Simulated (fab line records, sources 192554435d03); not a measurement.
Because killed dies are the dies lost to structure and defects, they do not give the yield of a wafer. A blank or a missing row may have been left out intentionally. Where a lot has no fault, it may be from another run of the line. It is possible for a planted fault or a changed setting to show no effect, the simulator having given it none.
fab line records	flow n5_finfet	part 1 of 2: steps 1 to 4 of 6
[record] lots = 24	wafers = 72	last_day = 19
route steps=1938 shown BEOL_M7@1308 BEOL_M8@1348
lots that met no fault: from a run of the same line without faults
start_h: hours from the record's first day to the start of the lot's first wafer shown	wait_h: hours elapsed since this lot's preceding step	" as in the row above	L1.1+2: a row that stands for several wafers	- either no value or no given start	* or withheld: withheld	< > ~ a bound
route shown NAME@n: NAME is a module with steps in the file, n the number in the route of the first one	usual: mean/standard deviation taken from wafers without a fault	same: alike in all rows	chamber/n: place in a boat	sites: each site's reading	_std_site: the values' standard deviation	_edge_site: the outer-site mean with the inner-site mean subtracted	radius_mm: how far each site lies from the wafer's centre	mask NAME#n: copy n	behind: the most recent tool/chamber to have shaped the wafer	hold: what put the lot on hold/how long, in hours/how the hold closed	device: names the non-switching transistor (n, p or np)	end of line: the tests these same wafers got at the end of their route	a step with no rows: only its recipe	killed: at the first sort, the dies lost to defects and structure; wafer yield is something else	map: per-die view of a wafer (x killed, . not killed, _ where there is no die)
set.NAME: the setting as run; set.NAME@STEP: as run at that earlier step	model.NAME: the simulator's own value behind a step, which no gauge read
one table for each step of the route and one row for each wafer, over a sample of lots
services: the hour from which a tool's chamber was out of use, counted from the record's first day as start_h (under 0 if before that day), plus the number of hours and why
[[steps]]
[step N5_BEOL_M7_TRENCH_ETCH_37]
[recipe] chemistry = C4F6/O2	target_depth_a = 934.78	target = SiCOH_lowk	time_s = 31.2	ion_energy_ev = 250	pressure_mtorr = 30	source_w = 345	bias_w = 185	Ar_flow_sccm = 300	C4F6_flow_sccm = 10	O2_flow_sccm = 10
[usual] drypump_motor_current_A = 5.8/0.62	oes_f_703_au = 0.79/0.072	oes_product_au = 0.80/0.073	rf_vpp_V = 669/6.5	showerhead_plenum_p_Torr = 2.85/0.089	throttle_valve_pct = 20.94/0.19
lot.wafer	tool	chamber	start_h	wait_h	drypump_motor_current_A	oes_f_703_au	oes_product_au	rf_hours_counter_h	rf_vpp_V	showerhead_plenum_p_Torr	throttle_valve_pct
L074.2	rie_diel-01	1	-	-	6.7	0.82	0.81	89	656	2.88	20.85
L074.3	"	3	"	"	5.4	0.90	0.91	15	662	2.81	20.60
L074.5	"	1	"	"	6.7	0.82	0.80	-	655	2.88	20.86
L075.2	rie_diel-06	2	-	-	6.6	0.90	0.92	22	676	2.91	20.97
L075.4	"	3	"	"	5.1	0.69	0.71	216	666	2.70	21.30
L075.6	"	0	"	"	6.3	0.87	0.88	-	665	2.90	20.72
L077.2	rie_diel-06	1	-	-	4.9	0.71	0.71	218	676	2.82	20.98
L077.4	"	0	"	"	6.2	0.87	0.88	42	666	2.90	20.72
L077.6	"	2	"	"	6.6	0.90	0.92	-	678	2.91	20.97
L078.2	rie_diel-04	2	-	-	6.2	0.74	0.75	150	671	2.75	21.12
L078.3	"	3	"	"	5.9	0.86	0.86	48	670	2.88	20.72
L078.5	"	3	"	"	5.9	0.86	0.86	-	672	2.88	20.73
L076.1	rie_diel-01	3	-	-	5.4	0.89	0.89	25	664	2.80	20.63
L076.2	"	1	"	"	6.7	0.81	0.79	101	653	2.87	20.87
L076.5	"	0	"	"	5.4	0.82	0.81	-	661	2.88	20.79
L079.1	rie_diel-04	3	-	-	5.8	0.86	0.87	49	672	2.88	20.72
L079.2	"	0	"	"	5.3	0.90	0.90	35	669	3.02	20.72
L079.4	"	2	"	"	6.2	0.74	0.75	151	672	2.75	21.11
L080.3	rie_diel-01	0	-	-	5.4	0.81	0.82	93	659	2.88	20.81
L080.5	"	0	"	"	5.4	0.82	0.81	-	659	2.88	20.79
L080.6	"	1	"	"	6.8	0.81	0.80	-	654	2.87	20.88
L081.2	rie_diel-06	3	-	-	5.1	0.68	0.69	227	667	2.70	21.31
L081.3	"	0	"	"	6.3	0.85	0.86	51	664	2.90	20.75
L081.5	"	3	"	"	5.1	0.68	0.69	-	667	2.70	21.32
L082.1	rie_diel-06	0	-	-	6.3	0.85	0.86	54	666	2.90	20.74
L082.3	"	2	"	"	6.6	0.88	0.89	36	676	2.90	21.00
L082.4	"	3	"	"	5.1	0.68	0.69	231	668	2.70	21.31
L083.1	rie_diel-04	3	-	-	5.9	0.85	0.86	55	671	2.88	20.73
L083.3	"	0	"	"	5.4	0.89	0.90	42	668	3.02	20.73
L083.5	"	1	"	"	5.9	0.74	0.75	-	669	2.96	21.07
L084.2	rie_diel-06	3	-	-	5.1	0.68	0.69	235	666	2.70	21.34
L084.4	"	1	"	"	5.0	0.70	0.71	232	677	2.81	20.99
L084.6	"	3	"	"	5.1	0.68	0.69	-	665	2.70	21.31
L086.1	rie_diel-04	2	-	-	6.2	0.73	0.75	160	672	2.74	21.14
L086.3	"	0	"	"	5.3	0.89	0.89	44	669	3.01	20.74
L086.4	"	1	"	"	5.9	0.74	0.74	177	668	2.96	21.06
L085.1	rie_diel-01	2	-	-	4.9	0.73	0.73	179	670	2.74	21.03
L085.4	"	0	"	"	5.4	0.80	0.81	108	660	2.87	20.83
L085.5	"	1	"	"	6.8	0.80	0.78	-	655	2.87	20.89
L087.1	rie_diel-06	2	-	-	6.6	0.87	0.88	43	676	2.90	21.02
L087.2	"	3	"	"	5.1	0.67	0.68	239	664	2.69	21.32
L087.5	"	2	"	"	6.6	0.86	0.88	-	677	2.90	21.00
L088.2	rie_diel-06	2	-	-	6.6	0.86	0.87	45	678	2.90	21.01
L088.3	"	3	"	"	5.1	0.67	0.69	241	666	2.69	21.33
L088.5	"	2	"	"	6.6	0.86	0.88	-	677	2.90	21.00
L089.2	rie_diel-01	1	-	-	6.8	0.79	0.77	121	654	2.87	20.89
L089.3	"	3	"	"	5.4	0.86	0.86	41	662	2.79	20.63
L089.4	"	0	"	"	5.4	0.80	0.79	111	662	2.87	20.83
L090.1	rie_diel-06	3	-	-	5.1	0.68	0.68	245	667	2.69	21.34
L090.3	"	0	"	"	6.2	0.83	0.84	69	664	2.89	20.76
L090.6	"	1	"	"	5.0	0.69	0.70	-	678	2.81	21.02
L091.2	rie_diel-04	0	-	-	5.4	0.87	0.88	57	669	3.01	20.77
L091.5	"	0	"	"	5.3	0.87	0.88	-	670	3.01	20.77
L091.6	"	3	"	"	5.8	0.83	0.85	-	673	2.87	20.76
L092.1	rie_diel-04	3	-	-	5.9	0.83	0.83	70	672	2.87	20.74
L092.5	"	3	"	"	5.9	0.83	0.84	-	672	2.87	20.78
L092.6	"	0	"	"	5.3	0.87	0.88	-	670	3.01	20.74
L093.2	rie_diel-01	2	-	-	4.9	0.72	0.72	191	668	2.73	21.07
L093.4	"	1	"	"	6.7	0.79	0.77	129	655	2.86	20.91
L093.6	"	0	"	"	5.4	0.79	0.79	-	661	2.87	20.84
L094.2	rie_diel-06	2	-	-	6.6	0.84	0.86	56	677	2.89	21.04
L094.5	"	2	"	"	6.6	0.84	0.85	-	677	2.89	21.01
L094.6	"	0	"	"	6.3	0.82	0.83	-	665	2.89	20.77
L095.2	rie_diel-04	3	-	-	5.9	0.83	0.84	74	673	2.87	20.76
L095.5	"	3	"	"	5.9	0.83	0.83	-	674	2.87	20.77
L095.6	"	2	"	"	6.2	0.72	0.73	-	671	2.74	21.17
L096.1	rie_diel-04	2	-	-	6.2	0.72	0.72	182	670	2.73	21.17
L096.3	"	0	"	"	5.4	0.86	0.86	64	671	3.01	20.79
L096.4	"	1	"	"	5.9	0.73	0.73	198	667	2.95	21.10
L097.2	rie_diel-06	0	-	-	6.2	0.80	0.82	90	665	2.88	20.79
L097.3	"	3	"	"	5.1	0.92	0.97	6	677	3.03	20.98
L097.5	"	0	"	"	6.2	0.81	0.83	-	665	2.88	20.80
[step N5_BEOL_M7_STRIP_80]
[recipe] chemistry = N2/H2	time_s = 10	power_w = 450	temp_c = 40	pressure_mtorr = 20	rf_frequency_hz = 6e+07	bias_power_w = 7	n2_flow_sccm = 200	h2_flow_sccm = 200
[usual] drypump_motor_current_A = 5.8/0.62	oes_product_au = 0.80/0.073	rf_vpp_V = 59.1/0.87	showerhead_plenum_p_Torr = 2.54/0.085	throttle_valve_pct = 23.71/0.22
lot.wafer	tool	chamber	start_h	wait_h	drypump_motor_current_A	oes_product_au	rf_hours_counter_h	rf_vpp_V	showerhead_plenum_p_Torr	throttle_valve_pct
L074.2	rie_diel-01	1	-	-	6.8	0.80	89	58.0	2.57	23.66
L074.3	"	3	"	"	5.4	0.91	15	59.3	2.48	23.30
L074.5	"	1	"	"	6.8	0.79	-	59.7	2.57	23.66
L075.2	rie_diel-06	2	-	-	6.6	0.92	22	57.9	2.59	23.83
L075.4	"	3	"	"	5.1	0.72	216	58.5	2.41	24.05
L075.6	"	0	"	"	6.3	0.89	-	58.3	2.59	23.62
L077.2	rie_diel-06	1	-	-	5.0	0.72	218	60.1	2.51	23.66
L077.4	"	0	"	"	6.3	0.88	42	57.9	2.59	23.63
L077.6	"	2	"	"	6.6	0.91	-	59.7	2.59	23.85
L078.2	rie_diel-04	2	-	-	6.2	0.76	150	57.5	2.43	24.04
L078.3	"	3	"	"	5.9	0.87	48	57.0	2.58	23.52
L078.5	"	3	"	"	5.9	0.86	-	59.7	2.58	23.55
L076.1	rie_diel-01	3	-	-	5.4	0.87	25	58.3	2.48	23.31
L076.2	"	1	"	"	6.7	0.80	101	58.6	2.56	23.68
L076.5	"	0	"	"	5.4	0.82	-	60.0	2.57	23.51
L079.1	rie_diel-04	3	-	-	5.8	0.86	49	60.3	2.57	23.53
L079.2	"	0	"	"	5.4	0.90	35	60.4	2.70	23.39
L079.4	"	2	"	"	6.2	0.76	151	58.9	2.43	24.04
L080.3	rie_diel-01	0	-	-	5.4	0.80	93	58.0	2.57	23.51
L080.5	"	0	"	"	5.5	0.81	-	59.8	2.57	23.52
L080.6	"	1	"	"	6.8	0.78	-	60.6	2.56	23.67
L081.2	rie_diel-06	3	-	-	5.1	0.69	227	59.3	2.40	24.06
L081.3	"	0	"	"	6.2	0.87	51	58.3	2.59	23.63
L081.5	"	3	"	"	5.1	0.69	-	59.1	2.40	24.06
L082.1	rie_diel-06	0	-	-	6.3	0.86	54	58.4	2.59	23.62
L082.3	"	2	"	"	6.6	0.90	36	59.5	2.58	23.85
L082.4	"	3	"	"	5.1	0.68	231	57.3	2.40	24.06
L083.1	rie_diel-04	3	-	-	5.9	0.86	55	59.5	2.57	23.54
L083.3	"	0	"	"	5.3	0.89	42	60.1	2.70	23.42
L083.5	"	1	"	"	5.9	0.74	-	59.2	2.64	23.73
L084.2	rie_diel-06	0	-	-	6.2	0.86	58	59.1	2.58	23.64
L084.4	"	2	"	"	6.6	0.87	-	58.9	2.58	23.85
L084.6	"	0	"	"	6.3	0.86	-	59.0	2.58	23.65
L086.1	rie_diel-04	2	-	-	6.2	0.74	161	57.7	2.43	24.06
L086.3	"	0	"	"	5.3	0.89	44	58.9	2.70	23.41
L086.4	"	1	"	"	5.9	0.74	177	60.8	2.64	23.75
L085.1	rie_diel-01	2	-	-	4.9	0.73	179	58.7	2.42	23.69
L085.4	"	0	"	"	5.5	0.80	108	59.8	2.56	23.54
L085.5	"	1	"	"	6.7	0.78	-	58.3	2.55	23.71
L087.1	rie_diel-06	2	-	-	6.6	0.87	43	58.7	2.58	23.87
L087.2	"	3	"	"	5.1	0.69	239	57.6	2.40	24.07
L087.5	"	2	"	"	6.6	0.87	-	59.9	2.58	23.87
L088.2	rie_diel-06	2	-	-	6.6	0.87	45	60.1	2.58	23.86
L088.3	"	3	"	"	5.1	0.69	241	59.3	2.40	24.09
L088.5	"	2	"	"	6.6	0.87	-	59.5	2.58	23.87
L089.2	rie_diel-01	1	-	-	6.8	0.77	121	60.2	2.55	23.69
L089.3	"	3	"	"	5.4	0.85	41	59.9	2.47	23.33
L089.4	"	0	"	"	5.5	0.79	111	58.9	2.56	23.54
L090.1	rie_diel-06	3	-	-	5.1	0.69	245	58.0	2.40	24.10
L090.3	"	0	"	"	6.3	0.85	69	58.3	2.58	23.64
L090.6	"	1	"	"	4.9	0.70	-	57.5	2.50	23.68
L091.2	rie_diel-04	0	-	-	5.4	0.88	57	59.9	2.69	23.43
L091.5	"	0	"	"	5.3	0.87	-	58.4	2.69	23.42
L091.6	"	3	"	"	5.9	0.84	-	59.7	2.57	23.56
L092.1	rie_diel-04	3	-	-	5.8	0.83	70	59.5	2.57	23.57
L092.5	"	3	"	"	5.9	0.83	-	58.7	2.57	23.56
L092.6	"	0	"	"	5.4	0.88	-	60.2	2.69	23.42
L093.2	rie_diel-01	2	-	-	4.9	0.72	191	58.9	2.42	23.69
L093.4	"	1	"	"	6.8	0.77	129	59.6	2.55	23.71
L093.6	"	0	"	"	5.5	0.79	-	59.1	2.56	23.56
L094.2	rie_diel-06	2	-	-	6.6	0.87	56	58.4	2.58	23.88
L094.5	"	2	"	"	6.6	0.87	-	59.6	2.58	23.87
L094.6	"	0	"	"	6.2	0.84	-	59.4	2.58	23.66
L095.2	rie_diel-04	3	-	-	5.9	0.83	74	59.0	2.56	23.58
L095.5	"	3	"	"	5.8	0.84	-	58.5	2.56	23.57
L095.6	"	2	"	"	6.2	0.74	-	59.3	2.42	24.09
L096.1	rie_diel-04	2	-	-	6.2	0.72	182	59.3	2.42	24.10
L096.3	"	0	"	"	5.4	0.85	64	59.1	2.69	23.43
L096.4	"	1	"	"	5.9	0.72	198	59.3	2.63	23.78
L097.2	rie_diel-06	0	-	-	6.3	0.82	90	57.5	2.57	23.68
L097.3	"	3	"	"	5.1	0.97	6	58.7	2.71	23.77
L097.5	"	0	"	"	6.3	0.82	-	60.0	2.57	23.69
[step N5_BEOL_M7_DEGAS_44]
[recipe] ambient = vacuum	temp_c = 250	time_s = 60
[usual] heater_power_w = 327/16
lot.wafer	tool	chamber	start_h	wait_h	heater_power_w
L074.2	pvd_sputter-02	-	221.96	0.3	316
L074.3	"	-	"	"	322
L074.5	"	-	"	"	317
L075.2	pvd_sputter-02	-	230.46	0.2	318
L075.4	"	-	"	"	340
L075.6	"	-	"	"	346
L077.2	pvd_sputter-03	-	236.95	0.2	319
L077.4	"	-	"	"	330
L077.6	"	-	"	"	329
L078.2	pvd_sputter-03	-	251.27	0.4	337
L078.3	"	-	"	"	340
L078.5	"	-	"	"	326
L076.1	pvd_sputter-01	-	253.00	2.0	340
L076.2	"	-	"	"	332
L076.5	"	-	"	"	281
L079.1	pvd_sputter-03	-	253.86	0.5	334
L079.2	"	-	"	"	322
L079.4	"	-	"	"	336
L080.3	pvd_sputter-01	-	257.06	0.4	340
L080.5	"	-	"	"	337
L080.6	"	-	"	"	332
L081.2	pvd_sputter-02	-	263.12	0.5	354
L081.3	"	-	"	"	324
L081.5	"	-	"	"	312
L082.1	pvd_sputter-02	-	275.33	0.7	310
L082.3	"	-	"	"	323
L082.4	"	-	"	"	355
L083.1	pvd_sputter-02	-	279.10	2.2	314
L083.3	"	-	"	"	334
L083.5	"	-	"	"	348
L084.2	pvd_sputter-01	-	288.68	2.1	341
L084.4	"	-	"	"	335
L084.6	"	-	"	"	330
L086.1	pvd_sputter-03	-	289.41	0.3	342
L086.3	"	-	"	"	341
L086.4	"	-	"	"	321
L085.1	pvd_sputter-03	-	300.73	2.5	312
L085.4	"	-	"	"	329
L085.5	"	-	"	"	336
L087.1	pvd_sputter-03	-	300.89	2.3	340
L087.2	"	-	"	"	324
L087.5	"	-	"	"	329
L088.2	pvd_sputter-03	-	307.09	0.3	341
L088.3	"	-	"	"	343
L088.5	"	-	"	"	320
L089.2	pvd_sputter-01	-	311.40	0.5	333
L089.3	"	-	"	"	334
L089.4	"	-	"	"	314
L090.1	pvd_sputter-02	-	320.10	0.5	356
L090.3	"	-	"	"	310
L090.6	"	-	"	"	339
L091.2	pvd_sputter-01	-	329.55	0.3	312
L091.5	"	-	"	"	341
L091.6	"	-	"	"	326
L092.1	pvd_sputter-03	-	332.28	0.5	335
L092.5	"	-	"	"	319
L092.6	"	-	"	"	333
L093.2	pvd_sputter-02	-	337.59	1.8	343
L093.4	"	-	"	"	334
L093.6	"	-	"	"	315
L094.2	pvd_sputter-02	-	339.27	0.6	346
L094.5	"	-	"	"	329
L094.6	"	-	"	"	348
L095.2	pvd_sputter-02	-	347.03	0.7	319
L095.5	"	-	"	"	315
L095.6	"	-	"	"	323
L096.1	pvd_sputter-01	-	355.50	2.4	339
L096.3	"	-	"	"	283
L096.4	"	-	"	"	336
L097.2	pvd_sputter-02	-	372.58	0.5	330
L097.3	"	-	"	"	322
L097.5	"	-	"	"	351
[step N5_BEOL_M8_DESCUM_16]
[recipe] chemistry = O2	time_s = 7.9	source_power_w = 50	bias_power_w = 20	pressure_mtorr = 20	rf_frequency_hz = 2.712e+07	temp_c = 40	resist = CAR-ArF	o2_flow_sccm = 225
[usual] drypump_motor_current_A = 5.9/0.5	oes_product_au = 0.78/0.077	rf_vpp_V = 243.9/1.4	showerhead_plenum_p_Torr = 2.14/0.057	throttle_valve_pct = 20.44/0.2
lot.wafer	tool	chamber	start_h	wait_h	drypump_motor_current_A	oes_product_au	rf_hours_counter_h	rf_vpp_V	showerhead_plenum_p_Torr	throttle_valve_pct
L074.2	rie_diel-02	0	225.84	0.0	6.2	0.70	197	244.2	2.16	20.43
L074.3	"	3	"	"	5.8	0.81	108	244.6	2.19	20.54
L074.5	"	3	"	"	5.8	0.81	-	245.7	2.19	20.56
L075.2	rie_diel-03	2	236.12	0.0	5.8	0.85	51	245.8	2.22	20.59
L075.4	"	0	"	"	6.4	0.89	24	243.1	2.14	20.19
L075.6	"	0	"	"	6.3	0.89	-	243.8	2.14	20.20
L077.2	rie_diel-05	3	241.57	0.1	6.3	0.70	212	243.5	2.16	20.63
L077.4	"	0	"	"	5.7	0.73	150	243.6	2.18	20.54
L077.6	"	2	"	"	5.9	0.68	-	245.2	2.16	20.30
L078.2	rie_diel-03	3	257.10	0.1	6.1	0.74	186	243.0	2.08	20.52
L078.3	"	1	"	"	6.7	0.71	203	244.5	2.16	20.12
L078.5	"	1	"	"	6.7	0.72	-	243.9	2.16	20.14
L076.1	rie_diel-05	3	257.33	0.1	6.4	0.70	218	243.9	2.16	20.62
L076.2	"	0	"	"	5.7	0.72	157	246.2	2.17	20.56
L076.5	"	1	"	"	4.9	0.83	-	240.7	2.04	20.36
L079.1	rie_diel-02	2	260.06	0.3	6.1	0.92	18	247.6	2.22	20.39
L079.2	"	0	"	"	6.2	0.70	209	244.2	2.16	20.45
L079.4	"	1	"	"	5.0	0.85	65	242.7	2.04	20.37
L080.3	rie_diel-03	0	262.95	0.0	6.4	0.87	32	244.9	2.14	20.20
L080.5	"	3	"	"	6.1	0.73	-	242.8	2.08	20.52
L080.6	"	0	"	"	6.4	0.87	-	245.0	2.14	20.21
L081.2	rie_diel-05	0	269.13	0.0	5.7	0.72	160	244.6	2.17	20.56
L081.3	"	2	"	"	5.9	0.97	1	244.5	2.15	20.03
L081.5	"	3	"	"	6.4	0.69	-	245.3	2.15	20.65
L082.1	rie_diel-05	1	281.00	0.2	4.9	0.83	83	241.0	2.04	20.36
L082.3	"	0	"	"	5.7	0.71	166	243.8	2.17	20.59
L082.4	"	2	"	"	6.0	0.94	6	244.4	2.15	20.04
L083.1	rie_diel-03	1	286.18	0.4	6.7	0.70	214	243.9	2.15	20.16
L083.3	"	0	"	"	6.4	0.85	40	244.5	2.14	20.22
L083.5	"	2	"	"	5.8	0.82	-	244.2	2.21	20.63
L084.2	rie_diel-02	0	292.37	0.0	6.2	0.69	219	243.8	2.15	20.47
L084.4	"	3	"	"	5.8	0.80	130	243.7	2.18	20.60
L084.6	"	0	"	"	6.2	0.69	-	242.1	2.15	20.47
L086.1	rie_diel-05	0	293.51	0.0	5.7	0.71	170	244.7	2.17	20.59
L086.3	"	3	"	"	6.4	0.69	230	245.4	2.15	20.66
L086.4	"	2	"	"	5.9	0.93	9	242.7	2.15	20.02
L087.1	rie_diel-03	3	306.58	0.2	6.1	0.72	207	243.3	2.07	20.55
L087.2	"	0	"	"	6.4	0.84	50	243.1	2.13	20.24
L087.5	"	2	"	"	5.8	0.81	-	245.3	2.21	20.64
L085.1	rie_diel-05	1	306.59	0.1	4.9	0.81	91	242.1	2.04	20.37
L085.4	"	2	"	"	5.9	0.92	13	241.9	2.15	20.03
L085.5	"	3	"	"	6.4	0.69	-	244.7	2.15	20.67
L088.2	rie_diel-03	3	312.33	0.0	6.1	0.72	209	243.5	2.07	20.57
L088.3	"	0	"	"	6.4	0.84	52	244.2	2.13	20.24
L088.5	"	3	"	"	6.1	0.72	-	243.4	2.07	20.57
L089.2	rie_diel-05	1	316.67	0.0	4.9	0.82	95	242.2	2.04	20.38
L089.3	"	0	"	"	5.7	0.71	179	244.5	2.17	20.58
L089.4	"	2	"	"	5.9	0.90	17	243.5	2.15	20.02
L090.1	rie_diel-03	2	324.61	0.3	5.8	0.81	88	246.1	2.20	20.66
L090.3	"	1	"	"	6.7	0.70	224	243.4	2.15	20.18
L090.6	"	2	"	"	5.8	0.81	-	243.5	2.20	20.66
L091.2	rie_diel-02	1	336.72	1.2	4.9	0.81	91	241.3	2.03	20.41
L091.5	"	1	"	"	4.9	0.82	-	242.6	2.03	20.41
L091.6	"	2	"	"	6.1	0.86	-	245.1	2.21	20.40
L092.1	rie_diel-05	1	338.80	0.6	4.9	0.82	98	241.0	2.04	20.38
L092.5	"	2	"	"	5.9	0.89	-	243.7	2.15	20.03
L092.6	"	0	"	"	5.7	0.70	-	244.4	2.17	20.59
L093.2	rie_diel-03	0	341.56	0.2	6.4	0.82	66	243.8	2.13	20.27
L093.4	"	2	"	"	5.8	0.80	96	245.6	2.20	20.68
L093.6	"	2	"	"	5.8	0.79	-	245.9	2.20	20.67
L094.2	rie_diel-05	1	344.40	0.1	4.9	0.82	102	241.9	2.03	20.40
L094.5	"	1	"	"	4.9	0.82	-	242.7	2.03	20.39
L094.6	"	2	"	"	5.9	0.89	-	245.1	2.15	20.06
L095.2	rie_diel-03	1	351.67	0.2	6.7	0.69	238	244.7	2.15	20.19
L095.5	"	0	"	"	6.4	0.82	-	242.6	2.13	20.27
L095.6	"	3	"	"	6.1	0.71	-	243.0	2.06	20.59
L096.1	rie_diel-03	3	363.64	0.1	6.1	0.70	229	241.2	2.06	20.59
L096.3	"	1	"	"	6.7	0.69	241	244.5	2.14	20.20
L096.4	"	0	"	"	6.4	0.82	73	244.1	2.12	20.29
L097.2	rie_diel-02	2	377.43	0.7	6.1	0.84	60	245.8	2.21	20.43
L097.3	"	3	"	"	5.8	0.76	163	244.9	2.17	20.65
L097.5	"	3	"	"	5.8	0.77	-	245.4	2.17	20.65
